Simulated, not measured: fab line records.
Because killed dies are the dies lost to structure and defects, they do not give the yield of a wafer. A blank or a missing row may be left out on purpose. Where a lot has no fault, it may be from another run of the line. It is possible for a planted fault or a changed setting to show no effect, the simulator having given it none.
fab line records | flow nandHarc | part 1 of 2: steps 1 to 4 of 6
[record] lots = 24 wafers = 72 lastDay = 33
route steps=1302 shown A_STAIRCASE@738
lots that met no fault: taken from a fault-free run of the same line
startH: hours from the record's opening day to when the first of the lot's shown wafers began | waitH: how many hours have passed since the lot's step before this one | " unchanged from the row above | L1.1+2: a single row standing in for several wafers | - no value present, or no start provided | * or withheld: withheld | < > ~ a bound
route shown NAME@n: NAME is a module with steps in the file, n the number in the route of the first one | usual: mean and standard deviation over wafers with no fault | same: alike in all rows | chamber/n: place in a boat | sites: readings site by site | _std_site: their standard deviation | _edge_site: mean of outer sites minus mean of inner sites | radiusMm: how far each site lies from the wafer's centre | mask NAME#n: copy n | behind: the most recent tool/chamber to have shaped the wafer | hold: what put the lot on hold/how long, in hours/how the hold closed | device: the n, p or np transistor that did not switch | end of line: the route-end tests of the same wafers | for a step that has no rows: nothing shown but its recipe | killed: not the wafer's yield, but the dies lost to structure and defects at the first sort | map: a wafer's dies, marking killed ones x, the rest . and places with no die _
set.NAME: the run value of the setting; set.NAME@STEP: its run value at that earlier step | model.NAME: the simulator's own value behind a step, which no gauge read
steps of the route over a sample of lots; a table a step, a row a wafer
services: a tool's chamber out of use, with start hour (startH, from the record's first day; less than 0 if before it), hours out, and reason
[[steps]]
[step NHARC_A_STAIRCASE_TRIM_224]
[recipe] timeS = 211.2 o2FlowSccm = 500 arFlowSccm = 0 biasW = 0 chemistry = O2
[usual] drypumpMotorCurrentA = 5.8/0.45 oesProductAu = 0.999/0.01 rfVppV = 57.9/0.93 showerheadPlenumPTorr = 3.55/0.15 throttleValvePct = 17.039/0.0094
// columns lot.wafer tool chamber startH waitH drypumpMotorCurrentA oesProductAu rfHoursCounterH rfVppV showerheadPlenumPTorr throttleValvePct
L074.4 rieDiel-13 3 - - 6.6 0.989 1 56.5 3.33 17.053
L074.5 " 1 " " 5.6 0.993 - 56.7 3.81 17.046
L074.6 " 2 " " 5.9 1.005 - 56.2 3.55 17.039
L075.2 rieDiel-04 0 - - 6.1 0.982 5 59.4 3.65 17.025
L075.1 " 2 " " 6.0 1.004 3 57.3 3.81 17.035
L075.6 " 2 " " 6.1 0.999 - 58.5 3.81 17.049
L076.2 rieDiel-13 1 - - 5.5 0.995 12 58.5 3.80 17.036
L076.4 " 3 " " 6.6 0.993 13 56.8 3.32 17.047
L076.6 " 1 " " 5.5 0.991 - 57.5 3.80 17.039
L077.1 rieDiel-04 2 - - 6.0 1.008 6 58.9 3.80 17.036
L077.4 " 0 " " 6.1 0.983 9 58.5 3.65 17.040
L077.6 " 3 " " 6.4 1.001 - 57.3 3.44 17.036
L078.3 rieDiel-08 1 - - 5.9 1.006 4 57.7 3.49 17.036
L078.4 " 2 " " 5.5 1.006 4 57.3 3.53 17.045
L078.2 " 3 " " 5.5 0.990 4 56.9 3.40 17.038
L079.4 rieDiel-08 1 - - 5.9 1.009 7 56.8 3.49 17.046
L079.2 " 2 " " 5.4 1.009 10 57.3 3.53 17.028
L079.6 " 0 " " 5.5 1.007 - 59.2 3.56 17.041
L080.2 rieDiel-04 2 - - 6.0 1.017 12 59.7 3.80 17.032
L080.5 " 0 " " 6.1 0.989 - 59.2 3.64 17.043
L080.6 " 1 " " 4.8 0.999 - 57.3 3.70 17.046
L081.1 rieDiel-08 0 - - 5.5 1.008 14 57.9 3.56 17.034
L081.6 " 2 " " 5.4 0.986 - 56.5 3.52 17.046
L081.5 " 3 " " 5.5 0.999 - 58.0 3.39 17.032
L082.1 rieDiel-08 3 - - 5.5 1.000 19 57.9 3.39 17.049
L082.4 " 1 " " 5.9 0.996 15 56.6 3.49 17.051
L082.6 " 3 " " 5.5 0.997 - 57.2 3.39 17.030
L083.3 rieDiel-13 3 - - 6.6 0.997 43 56.7 3.31 17.047
L083.2 " 0 " " 5.9 0.993 42 57.3 3.40 17.034
L083.4 " 1 " " 5.5 0.996 41 58.5 3.78 17.038
L086.1 rieDiel-13 3 - - 6.6 0.993 45 56.8 3.30 17.032
L086.6 " 0 " " 5.9 0.994 - 57.4 3.40 17.038
L086.5 " 1 " " 5.5 0.994 - 59.5 3.78 17.028
L084.3 rieDiel-13 3 - - 6.6 1.001 46 58.6 3.30 17.054
L084.1 " 0 " " 5.9 0.994 45 57.8 3.40 17.038
L084.5 " 3 " " 6.6 1.005 - 56.3 3.30 17.028
L085.4 rieDiel-04 0 - - 6.1 0.985 33 56.7 3.63 17.042
L085.2 " 2 " " 6.1 1.010 27 58.3 3.79 17.051
L085.5 " 0 " " 6.1 0.988 - 59.1 3.63 17.047
L087.1 rieDiel-08 1 - - 5.9 1.006 36 58.4 3.48 17.019
L087.3 " 2 " " 5.4 0.996 30 57.6 3.52 17.046
L087.5 " 2 " " 5.4 0.999 - 58.6 3.52 17.050
L088.2 rieDiel-08 1 - - 5.9 1.009 39 57.9 3.47 17.042
L088.4 " 2 " " 5.4 0.988 33 59.2 3.51 17.063
L088.6 " 1 " " 5.9 1.005 - 58.1 3.47 17.034
L089.3 rieDiel-13 2 - - 5.9 1.019 53 56.8 3.52 17.046
L089.2 " 0 " " 5.9 0.984 56 57.8 3.40 17.045
L089.6 " 2 " " 5.9 1.014 - 57.4 3.52 17.057
L091.3 rieDiel-04 3 - - 6.4 0.990 43 55.9 3.41 17.044
L091.4 " 0 " " 6.1 0.993 50 58.1 3.62 17.030
L091.2 " 1 " " 4.8 0.995 44 58.0 3.69 17.030
L090.4 rieDiel-04 3 - - 6.4 1.000 43 58.7 3.41 17.034
L090.1 " 1 " " 4.8 0.999 45 58.3 3.68 17.042
L090.5 " 0 " " 6.1 0.993 - 57.5 3.62 17.056
L092.4 rieDiel-04 3 - - 6.4 0.998 8 58.1 3.41 17.051
L092.5 " 1 " " 4.8 0.992 - 57.0 3.68 17.016
L092.6 " 2 " " 6.0 1.025 - 58.0 3.78 17.028
L093.2 rieDiel-13 1 - - 5.6 0.989 10 59.0 3.77 17.038
L093.3 " 2 " " 5.9 1.005 13 57.2 3.51 17.051
L093.6 " 1 " " 5.5 0.988 - 58.0 3.77 17.033
L094.4 rieDiel-08 0 - - 5.5 1.018 2 57.5 3.54 17.028
L094.1 " 1 " " 5.9 0.991 3 56.9 3.47 17.023
L094.5 " 1 " " 5.9 0.988 - 56.9 3.47 17.033
L095.1 rieDiel-08 1 - - 5.9 0.998 5 58.1 3.46 17.038
L095.4 " 2 " " 5.4 1.014 5 57.9 3.51 17.045
L095.3 " 0 " " 5.6 1.020 5 58.3 3.54 17.049
L096.1 rieDiel-04 2 - - 6.1 1.002 16 60.1 3.77 17.052
L096.3 " 1 " " 4.8 0.989 14 58.1 3.68 17.034
L096.6 " 2 " " 6.1 1.009 - 58.8 3.77 17.040
L097.4 rieDiel-04 1 - - 4.8 0.991 18 56.2 3.67 17.046
L097.2 " 2 " " 6.0 1.005 22 58.5 3.77 17.034
L097.5 " 2 " " 6.0 1.001 - 58.0 3.77 17.040
[step NHARC_A_STAIRCASE_STRIP_254]
[recipe] powerW = 1500 tempC = 250 chemistry = O2
[usual] drypumpMotorCurrentA = 5.3/0.33 heaterPowerW = 329/52
// columns lot.wafer tool chamber startH waitH drypumpMotorCurrentA heaterPowerW rfHoursCounterH
L074.4 plasmaAsher-02 0 358.14 - 5.5 318 -
L074.5 " 1 " " 4.8 268 -
L074.6 " 0 " " 5.5 317 -
L075.2 plasmaAsher-01 1 385.37 - 5.7 307 7
L075.1 " 0 " " 5.2 415 7
L075.6 " 0 " " 5.3 406 -
L076.2 plasmaAsher-01 0 385.84 - 5.3 417 7
L076.4 " 1 " " 5.7 315 -
L076.6 " 1 " " 5.7 308 -
L077.1 plasmaAsher-02 1 399.97 - 4.8 269 29
L077.4 " 0 " " 5.4 313 -
L077.6 " 0 " " 5.4 312 -
L078.2 plasmaAsher-01 1 400.83 - 5.7 314 11
L078.4 " 0 " " 5.2 409 -
L078.3 " 1 " " 5.7 312 -
L079.2 plasmaAsher-02 1 412.08 - 4.8 262 33
L079.4 " 0 " " 5.5 315 -
L079.6 " 0 " " 5.5 310 -
L080.2 plasmaAsher-02 0 425.24 - 5.5 308 34
L080.6 " 1 " " 4.8 267 -
L080.5 " 0 " " 5.5 317 -
L081.1 plasmaAsher-01 1 442.83 - 5.7 304 21
L081.6 " 0 " " 5.2 404 -
L081.5 " 1 " " 5.7 311 -
L082.1 plasmaAsher-01 1 447.79 - 5.7 309 21
L082.4 " 0 " " 5.3 405 -
L082.6 " 0 " " 5.3 417 -
L083.2 plasmaAsher-01 1 473.82 - 5.7 316 26
L083.3 " 0 " " 5.2 408 -
L083.4 " 1 " " 5.7 311 -
L086.1 plasmaAsher-02 1 478.62 - 4.8 274 10
L086.6 " 0 " " 5.4 326 -
L086.5 " 1 " " 4.8 267 -
L084.1 plasmaAsher-02 1 481.37 - 4.8 275 10
L084.3 " 1 " " 4.8 275 -
L084.5 " 1 " " 4.8 277 -
L085.2 plasmaAsher-01 1 481.80 - 5.7 308 28
L085.4 " 1 " " 5.7 313 -
L085.5 " 1 " " 5.7 310 -
L087.1 plasmaAsher-01 0 505.57 - 5.2 409 32
L087.3 " 0 " " 5.2 409 -
L087.5 " 1 " " 5.7 315 -
L088.2 plasmaAsher-01 0 508.17 - 5.2 407 32
L088.4 " 1 " " 5.7 309 -
L088.6 " 1 " " 5.7 314 -
L089.2 plasmaAsher-02 0 519.27 - 5.5 329 18
L089.3 " 1 " " 4.8 270 -
L089.6 " 1 " " 4.8 265 -
L091.2 plasmaAsher-01 0 530.43 - 5.2 407 1
L091.4 " 1 " " 5.7 319 -
L091.3 " 0 " " 5.2 410 -
L090.1 plasmaAsher-01 0 530.79 - 5.2 426 1
L090.4 " 1 " " 5.7 305 -
L090.5 " 0 " " 5.3 410 -
L092.4 plasmaAsher-02 1 560.70 - 4.8 263 -
L092.6 " 1 " " 4.8 271 -
L092.5 " 0 " " 5.5 321 -
L093.2 plasmaAsher-02 1 562.63 - 4.8 274 25
L093.3 " 0 " " 5.4 322 -
L093.6 " 0 " " 5.4 330 -
L094.1 plasmaAsher-02 1 569.42 - 4.8 272 26
L094.4 " 0 " " 5.4 325 -
L094.5 " 1 " " 4.8 273 -
L095.1 plasmaAsher-02 0 578.31 - 5.4 324 28
L095.4 " 0 " " 5.5 325 -
L095.3 " 1 " " 4.8 267 -
L096.1 plasmaAsher-02 0 585.73 - 5.5 325 30
L096.3 " 0 " " 5.4 329 -
L096.6 " 1 " " 4.8 276 -
L097.2 plasmaAsher-01 1 598.67 - 5.7 313 18
L097.4 " 1 " " 5.7 315 -
L097.5 " 1 " " 5.7 320 -
[step NHARC_A_STAIRCASE_ETCH_313]
[recipe] cf4FlowSccm = 100 chf3FlowSccm = 30 arFlowSccm = 0 rfW = 500 biasW = 200 chemistry = CF4/CHF3
[usual] drypumpMotorCurrentA = 5.8/0.42 oesProductAu = 0.931/0.017 rfVppV = 370.7/2.4 showerheadPlenumPTorr = 1.57/0.064 throttleValvePct = 16.802/0.0089
// columns lot.wafer tool chamber startH waitH drypumpMotorCurrentA oesProductAu rfHoursCounterH rfVppV showerheadPlenumPTorr throttleValvePct
L074.4 rieDiel-08 3 382.05 0.1 5.5 0.972 1 368.6 1.51 16.790
L074.5 " 0 " " 5.5 0.983 - 371.8 1.59 16.807
L074.6 " 1 " " 5.9 0.980 - 370.0 1.56 16.799
L075.2 rieDiel-04 2 402.24 0.1 6.0 0.946 8 374.9 1.70 16.801
L075.1 " 0 " " 6.1 0.916 10 371.4 1.63 16.811
L075.6 " 2 " " 6.0 0.933 - 374.9 1.70 16.798
L076.2 rieDiel-08 2 402.71 0.1 5.4 0.929 5 371.1 1.57 16.807
L076.4 " 3 " " 5.5 0.942 6 368.8 1.51 16.817
L076.6 " 2 " " 5.4 0.930 - 370.8 1.57 16.784
L077.1 rieDiel-08 1 417.45 0.1 5.9 0.933 9 372.2 1.56 16.802
L077.4 " 3 " " 5.5 0.922 11 369.1 1.51 16.790
L077.6 " 0 " " 5.5 0.930 - 371.8 1.59 16.800
L078.4 rieDiel-13 0 418.84 0.1 5.9 0.978 25 369.0 1.52 16.799
L078.3 " 1 " " 5.5 0.985 25 374.6 1.69 16.808
L078.2 " 2 " " 5.9 0.980 24 370.9 1.58 16.814
L079.2 rieDiel-13 2 427.58 0.1 5.9 0.936 27 370.2 1.58 16.807
L079.4 " 3 " " 6.5 0.918 27 366.1 1.48 16.802
L079.6 " 2 " " 5.9 0.946 - 372.2 1.58 16.804
L080.2 rieDiel-04 1 445.49 0.1 4.8 0.926 20 372.8 1.65 16.783
L080.5 " 3 " " 6.4 0.929 - 369.5 1.53 16.815
L080.6 " 0 " " 6.0 0.913 - 373.1 1.62 16.815
L081.1 rieDiel-08 1 457.50 0.1 5.9 0.926 19 369.3 1.55 16.802
L081.5 " 0 " " 5.5 0.923 - 372.1 1.59 16.806
L081.6 " 1 " " 5.9 0.939 - 369.8 1.55 16.820
L082.1 rieDiel-04 0 462.48 0.1 6.1 0.921 28 372.8 1.62 16.783
L082.4 " 2 " " 6.0 0.938 23 375.3 1.69 16.802
L082.6 " 0 " " 6.1 0.925 - 374.4 1.62 16.802
L083.2 rieDiel-04 2 495.41 0.1 6.0 0.943 32 373.0 1.69 16.808
L083.3 " 3 " " 6.4 0.916 32 369.5 1.52 16.794
L083.4 " 1 " " 4.8 0.919 36 372.5 1.65 16.810
L086.1 rieDiel-04 2 500.89 0.1 6.0 0.941 34 374.2 1.69 16.787
L086.5 " 2 " " 6.0 0.948 - 377.0 1.69 16.809
L086.6 " 3 " " 6.3 0.933 - 370.0 1.52 16.806
L084.1 rieDiel-08 1 502.95 0.1 5.9 0.941 38 369.8 1.55 16.802
L084.3 " 2 " " 5.4 0.918 32 371.7 1.57 16.804
L084.5 " 1 " " 5.9 0.925 - 369.3 1.55 16.813
L085.2 rieDiel-13 3 505.29 0.1 6.6 0.923 55 366.9 1.47 16.794
L085.5 " 2 " " 5.9 0.946 - 369.9 1.57 16.796
L085.4 " 3 " " 6.5 0.927 - 366.3 1.47 16.809
L087.3 rieDiel-08 0 528.12 0.1 5.5 0.927 45 371.9 1.58 16.800
L087.1 " 1 " " 5.9 0.927 46 369.0 1.55 16.787
L087.5 " 1 " " 5.9 0.925 - 369.2 1.55 16.801
L088.2 rieDiel-04 1 530.00 0.1 4.8 0.916 46 373.2 1.64 16.804
L088.4 " 3 " " 6.4 0.922 45 370.4 1.52 16.785
L088.6 " 1 " " 4.8 0.914 - 372.7 1.64 16.794
L089.2 rieDiel-08 0 537.31 0.4 5.5 0.932 46 371.9 1.58 16.807
L089.3 " 2 " " 5.4 0.922 43 369.6 1.57 16.802
L089.6 " 0 " " 5.6 0.927 - 369.7 1.58 16.807
L091.2 rieDiel-13 3 548.05 0.1 6.5 0.939 10 365.8 1.47 16.812
L091.4 " 0 " " 5.9 0.933 7 368.7 1.51 16.800
L091.3 " 1 " " 5.5 0.925 7 375.9 1.68 16.796
L090.1 rieDiel-13 1 548.11 0.1 5.5 0.920 7 372.8 1.68 16.805
L090.4 " 2 " " 5.9 0.933 10 369.0 1.57 16.798
L090.5 " 2 " " 5.9 0.945 - 369.7 1.57 16.799
L092.4 rieDiel-04 2 580.31 0.1 6.1 0.934 15 374.4 1.68 16.789
L092.5 " 2 " " 6.0 0.940 - 373.9 1.68 16.809
L092.6 " 3 " " 6.4 0.923 - 369.6 1.52 16.807
L093.2 rieDiel-13 2 582.45 0.1 5.9 0.930 22 371.0 1.57 16.817
L093.3 " 0 " " 5.9 0.932 18 369.3 1.51 16.797
L093.6 " 2 " " 5.9 0.941 - 369.5 1.57 16.811
L094.1 rieDiel-04 0 584.52 0.1 6.0 0.903 15 371.0 1.61 16.799
L094.4 " 1 " " 4.8 0.921 15 374.5 1.64 16.813
L094.5 " 3 " " 6.4 0.913 - 368.5 1.52 16.791
L095.4 rieDiel-08 1 593.25 0.1 5.9 0.918 16 369.1 1.54 16.797
L095.1 " 3 " " 5.5 0.928 15 369.3 1.50 16.807
L095.3 " 0 " " 5.5 0.942 15 369.9 1.57 16.802
L096.1 rieDiel-08 2 602.33 0.1 5.5 0.929 16 370.7 1.56 16.806
L096.3 " 3 " " 5.5 0.917 16 368.2 1.50 16.800
L096.6 " 0 " " 5.5 0.933 - 370.8 1.57 16.802
L097.2 rieDiel-08 2 618.25 0.1 5.4 0.931 21 369.3 1.56 16.804
L097.5 " 1 " " 5.9 0.918 - 369.4 1.54 16.808
L097.4 " 0 " " 5.6 0.927 - 370.1 1.57 16.812
[step NHARC_A_STAIRCASE_ETCH_315]
[recipe] targetDepthA = 25000 timeS = 607.1 ionEnergyEv = 800 c4f8FlowSccm = 80 o2FlowSccm = 60 arFlowSccm = withheld rfW = 600 biasW = 3000 chemistry = C4F8/O2/Ar
[usual] oesProductAu = 0.932/0.01 rfVppV = 1827/10
// columns lot.wafer tool chamber startH waitH oesProductAu rfHoursCounterH rfVppV
L074.4 rieDiel-08 3 - - 0.935 1 1817
L074.6 " 2 " " 0.934 - 1828
L074.5 " 3 " " 0.933 - 1817
L075.1 rieDiel-04 3 - - 0.940 4 1819
L075.2 " 0 " " 0.929 10 1835
L075.6 " 3 " " 0.943 - 1820
L076.2 rieDiel-08 0 - - 0.925 8 1830
L076.4 " 1 " " 0.925 7 1823
L076.6 " 2 " " 0.921 - 1827
L077.4 rieDiel-08 2 - - 0.927 11 1828
L077.1 " 0 " " 0.929 9 1830
L077.6 " 2 " " 0.929 - 1827
L078.4 rieDiel-13 0 - - 0.923 25 1818
L078.2 " 1 " " 0.962 26 1846
L078.3 " 2 " " 0.962 24 1827
L079.4 rieDiel-13 2 - - 0.949 27 1827
L079.2 " 3 " " 0.916 27 1811
L079.6 " 2 " " 0.951 - 1828
L080.2 rieDiel-04 0 - - 0.937 22 1835
L080.6 " 2 " " 0.939 - 1846
L080.5 " 3 " " 0.948 - 1819
L081.1 rieDiel-08 1 - - 0.946 19 1824
L081.5 " 2 " " 0.924 - 1826
L081.6 " 3 " " 0.929 - 1816
L082.1 rieDiel-04 2 - - 0.932 23 1847
L082.4 " 3 " " 0.925 23 1818
L082.6 " 1 " " 0.910 - 1838
L083.3 rieDiel-04 2 - - 0.949 32 1847
L083.4 " 3 " " 0.936 32 1819
L083.2 " 1 " " 0.926 36 1837
L086.1 rieDiel-04 2 - - 0.927 34 1846
L086.5 " 1 " " 0.914 - 1839
L086.6 " 2 " " 0.944 - 1846
L084.3 rieDiel-08 2 - - 0.928 32 1826
L084.1 " 0 " " 0.927 38 1827
L084.5 " 2 " " 0.930 - 1827
L085.2 rieDiel-13 0 - - 0.920 53 1818
L085.4 " 3 " " 0.934 - 1811
L085.5 " 0 " " 0.924 - 1817
L087.1 rieDiel-08 1 - - 0.927 46 1821
L087.3 " 2 " " 0.928 40 1825
L087.5 " 1 " " 0.936 - 1823
L088.4 rieDiel-04 2 - - 0.944 43 1843
L088.2 " 0 " " 0.921 52 1832
L088.6 " 3 " " 0.934 - 1819
L089.2 rieDiel-08 3 - - 0.925 56 1816
L089.3 " 2 " " 0.939 45 1824
L089.6 " 0 " " 0.923 - 1826
L091.2 rieDiel-13 2 - - 0.947 10 1826
L091.3 " 3 " " 0.934 10 1809
L091.4 " 1 " " 0.939 7 1846
L090.1 rieDiel-13 3 - - 0.927 11 1810
L090.4 " 1 " " 0.929 7 1843
L090.5 " 0 " " 0.934 - 1816
L092.4 rieDiel-04 0 - - 0.916 13 1835
L092.5 " 3 " " 0.928 - 1817
L092.6 " 0 " " 0.920 - 1832
L093.3 rieDiel-13 1 - - 0.920 20 1845
L093.2 " 2 " " 0.952 23 1827
L093.6 " 1 " " 0.924 - 1845
L094.1 rieDiel-04 0 - - 0.917 16 1833
L094.4 " 3 " " 0.940 18 1819
L094.5 " 0 " " 0.919 - 1833
L095.3 rieDiel-08 0 - - 0.946 16 1829
L095.1 " 2 " " 0.947 15 1826
L095.4 " 3 " " 0.934 15 1815
L096.1 rieDiel-08 0 - - 0.946 17 1826
L096.3 " 2 " " 0.935 17 1824
L096.6 " 0 " " 0.934 - 1828
L097.2 rieDiel-08 2 - - 0.943 21 1823
L097.4 " 2 " " 0.944 - 1826
L097.5 " 0 " " 0.942 - 1827
